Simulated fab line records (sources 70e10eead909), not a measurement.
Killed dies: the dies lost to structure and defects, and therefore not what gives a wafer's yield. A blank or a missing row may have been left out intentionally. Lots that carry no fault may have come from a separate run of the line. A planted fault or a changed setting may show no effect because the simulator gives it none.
Chamber matching || flow nand harc || 4 sister chambers for NHARC_P_BONDPAD_CMP_19 on cmp-03
The step polishes, t overpolish 30 s, cu recess touch 16 s, target thk 160.81 nm. 30 wafers are shown with their chamber, then 12 later ones without.

== WAFERS WITH THEIR CHAMBER ==
{"wafer": "L074.1", "chamber": 3, "motor current A (A)": 10.9, "overpolish run s (s)": 29.985, "slurry filter dp kPa (kPa)": 13.62}
{"wafer": "L074.2", "chamber": 1, "motor current A (A)": 11.4, "overpolish run s (s)": 29.998, "slurry filter dp kPa (kPa)": 13.51}
{"wafer": "L074.3", "chamber": 2, "motor current A (A)": 14.9, "overpolish run s (s)": 30.006, "slurry filter dp kPa (kPa)": 13.65}
{"wafer": "L075.1", "chamber": 3, "motor current A (A)": 10.6, "overpolish run s (s)": 30.001, "slurry filter dp kPa (kPa)": 13.49}
{"wafer": "L075.3", "chamber": 0, "motor current A (A)": 12.6, "overpolish run s (s)": 30.005, "slurry filter dp kPa (kPa)": 13.57}
{"wafer": "L075.5", "chamber": 3, "motor current A (A)": 11.0, "overpolish run s (s)": 30.003, "slurry filter dp kPa (kPa)": 13.74}
{"wafer": "L076.1", "chamber": 3, "motor current A (A)": 11.0, "overpolish run s (s)": 29.997, "slurry filter dp kPa (kPa)": 13.50}
{"wafer": "L076.4", "chamber": 0, "motor current A (A)": 12.5, "overpolish run s (s)": 30.016, "slurry filter dp kPa (kPa)": 13.65}
{"wafer": "L076.5", "chamber": 1, "motor current A (A)": 11.4, "overpolish run s (s)": 29.999, "slurry filter dp kPa (kPa)": 13.30}
{"wafer": "L081.1", "chamber": 1, "motor current A (A)": 11.3, "overpolish run s (s)": 30.003, "slurry filter dp kPa (kPa)": 13.55}
{"wafer": "L081.3", "chamber": 2, "motor current A (A)": 14.0, "overpolish run s (s)": 30.011, "slurry filter dp kPa (kPa)": 13.55}
{"wafer": "L081.5", "chamber": 2, "motor current A (A)": 14.0, "overpolish run s (s)": 29.991, "slurry filter dp kPa (kPa)": 13.49}
{"wafer": "L082.1", "chamber": 3, "motor current A (A)": 11.0, "overpolish run s (s)": 29.995, "slurry filter dp kPa (kPa)": 13.35}
{"wafer": "L082.2", "chamber": 0, "motor current A (A)": 12.7, "overpolish run s (s)": 29.997, "slurry filter dp kPa (kPa)": 13.64}
{"wafer": "L082.3", "chamber": 1, "motor current A (A)": 11.5, "overpolish run s (s)": 29.991, "slurry filter dp kPa (kPa)": 13.65}
{"wafer": "L083.1", "chamber": 1, "motor current A (A)": 11.6, "overpolish run s (s)": 30.005, "slurry filter dp kPa (kPa)": 13.55}
{"wafer": "L083.2", "chamber": 2, "motor current A (A)": 14.9, "overpolish run s (s)": 29.999, "slurry filter dp kPa (kPa)": 13.38}
{"wafer": "L083.6", "chamber": 3, "motor current A (A)": 11.1, "overpolish run s (s)": 30.006, "slurry filter dp kPa (kPa)": 13.67}
{"wafer": "L085.1", "chamber": 3, "motor current A (A)": 11.3, "overpolish run s (s)": 29.986, "slurry filter dp kPa (kPa)": 13.39}
{"wafer": "L085.4", "chamber": 1, "motor current A (A)": 11.7, "overpolish run s (s)": 30.021, "slurry filter dp kPa (kPa)": 13.57}
{"wafer": "L085.5", "chamber": 3, "motor current A (A)": 10.7, "overpolish run s (s)": 29.995, "slurry filter dp kPa (kPa)": 13.49}
{"wafer": "L090.1", "chamber": 0, "motor current A (A)": 13.3, "overpolish run s (s)": 30.009, "slurry filter dp kPa (kPa)": 13.50}
{"wafer": "L090.3", "chamber": 3, "motor current A (A)": 10.9, "overpolish run s (s)": 29.987, "slurry filter dp kPa (kPa)": 13.52}
{"wafer": "L090.6", "chamber": 3, "motor current A (A)": 11.3, "overpolish run s (s)": 29.994, "slurry filter dp kPa (kPa)": 13.53}
{"wafer": "L091.2", "chamber": 1, "motor current A (A)": 11.8, "overpolish run s (s)": 29.993, "slurry filter dp kPa (kPa)": 13.35}
{"wafer": "L091.3", "chamber": 0, "motor current A (A)": 12.0, "overpolish run s (s)": 30.001, "slurry filter dp kPa (kPa)": 13.43}
{"wafer": "L091.4", "chamber": 3, "motor current A (A)": 11.0, "overpolish run s (s)": 29.998, "slurry filter dp kPa (kPa)": 13.49}
{"wafer": "L092.2", "chamber": 3, "motor current A (A)": 10.5, "overpolish run s (s)": 30.001, "slurry filter dp kPa (kPa)": 13.41}
{"wafer": "L092.3", "chamber": 1, "motor current A (A)": 11.5, "overpolish run s (s)": 30.004, "slurry filter dp kPa (kPa)": 13.52}
{"wafer": "L092.4", "chamber": 2, "motor current A (A)": 14.9, "overpolish run s (s)": 29.986, "slurry filter dp kPa (kPa)": 13.70}

SIGNATURES (averages over the wafers above)
{"reading": "motor current A", "chamber 0": 12.620, "chamber 1": 11.525, "chamber 2": 14.540, "chamber 3": 10.942, "scatter within a chamber": 0.323}
{"reading": "overpolish run s", "chamber 0": 30.00560, "chamber 1": 30.00175, "chamber 2": 29.99860, "chamber 3": 29.99567, "scatter within a chamber": 0.00821}
{"reading": "slurry filter dp kPa", "chamber 0": 13.5580, "chamber 1": 13.5000, "chamber 2": 13.5540, "chamber 3": 13.5167, "scatter within a chamber": 0.114}
Rule: for a wafer and a chamber, the distance is found by dividing, reading by reading, the gap between the wafer's reading and the chamber's mean by the reading's scatter, squaring, summing and taking the root. If the next closest chamber is less than 2 further off than the closest, the wafer can't be placed; otherwise it belongs to the closest. The scatter: the root of (the sum of the squares of (reading less its chamber's mean) over the shown wafers, divided by (wafers less chambers)).

== WAFERS WHOSE CHAMBER IS MISSING ==
{"wafer": "L093.1", "motor current A (A)": 14.6, "overpolish run s (s)": 29.991, "slurry filter dp kPa (kPa)": 13.51}
{"wafer": "L093.3", "motor current A (A)": 12.2, "overpolish run s (s)": 30.013, "slurry filter dp kPa (kPa)": 13.37}
{"wafer": "L093.4", "motor current A (A)": 12.5, "overpolish run s (s)": 30.003, "slurry filter dp kPa (kPa)": 13.35}
{"wafer": "L095.1", "motor current A (A)": 11.3, "overpolish run s (s)": 30.000, "slurry filter dp kPa (kPa)": 13.23}
{"wafer": "L095.2", "motor current A (A)": 14.5, "overpolish run s (s)": 30.008, "slurry filter dp kPa (kPa)": 13.44}
{"wafer": "L095.5", "motor current A (A)": 11.5, "overpolish run s (s)": 29.998, "slurry filter dp kPa (kPa)": 13.65}
{"wafer": "L096.1", "motor current A (A)": 14.8, "overpolish run s (s)": 29.995, "slurry filter dp kPa (kPa)": 13.42}
{"wafer": "L096.2", "motor current A (A)": 11.4, "overpolish run s (s)": 30.005, "slurry filter dp kPa (kPa)": 13.39}
{"wafer": "L096.5", "motor current A (A)": 13.0, "overpolish run s (s)": 30.001, "slurry filter dp kPa (kPa)": 13.36}
{"wafer": "L097.2", "motor current A (A)": 11.8, "overpolish run s (s)": 29.986, "slurry filter dp kPa (kPa)": 13.66}
{"wafer": "L097.3", "motor current A (A)": 10.8, "overpolish run s (s)": 30.008, "slurry filter dp kPa (kPa)": 13.62}
{"wafer": "L097.4", "motor current A (A)": 14.4, "overpolish run s (s)": 30.007, "slurry filter dp kPa (kPa)": 13.59}

== CHAMBER TAKEN BY EACH ==
{"wafer": "L093.1", "from the rows above": 2, "in truth": 2}
{"wafer": "L093.3", "from the rows above": "can't be placed: 0 or 1", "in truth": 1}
{"wafer": "L093.4", "from the rows above": "can't be placed: 0 or 1", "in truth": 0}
{"wafer": "L095.1", "from the rows above": "can't be placed: 1 or 3", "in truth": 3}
{"wafer": "L095.2", "from the rows above": 2, "in truth": 2}
{"wafer": "L095.5", "from the rows above": "can't be placed: 1 or 3", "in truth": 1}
{"wafer": "L096.1", "from the rows above": 2, "in truth": 2}
{"wafer": "L096.2", "from the rows above": "can't be placed: 1 or 3", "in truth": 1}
{"wafer": "L096.5", "from the rows above": 0, "in truth": 0}
{"wafer": "L097.2", "from the rows above": "can't be placed: 1 or 3 or 0", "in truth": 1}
{"wafer": "L097.3", "from the rows above": "can't be placed: 3 or 1", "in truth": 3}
{"wafer": "L097.4", "from the rows above": 2, "in truth": 2}
Correctly placed: 5 of 12. These rows do not allow placing 7 (true chamber among the candidates in 7). Placed wrongly: 0.
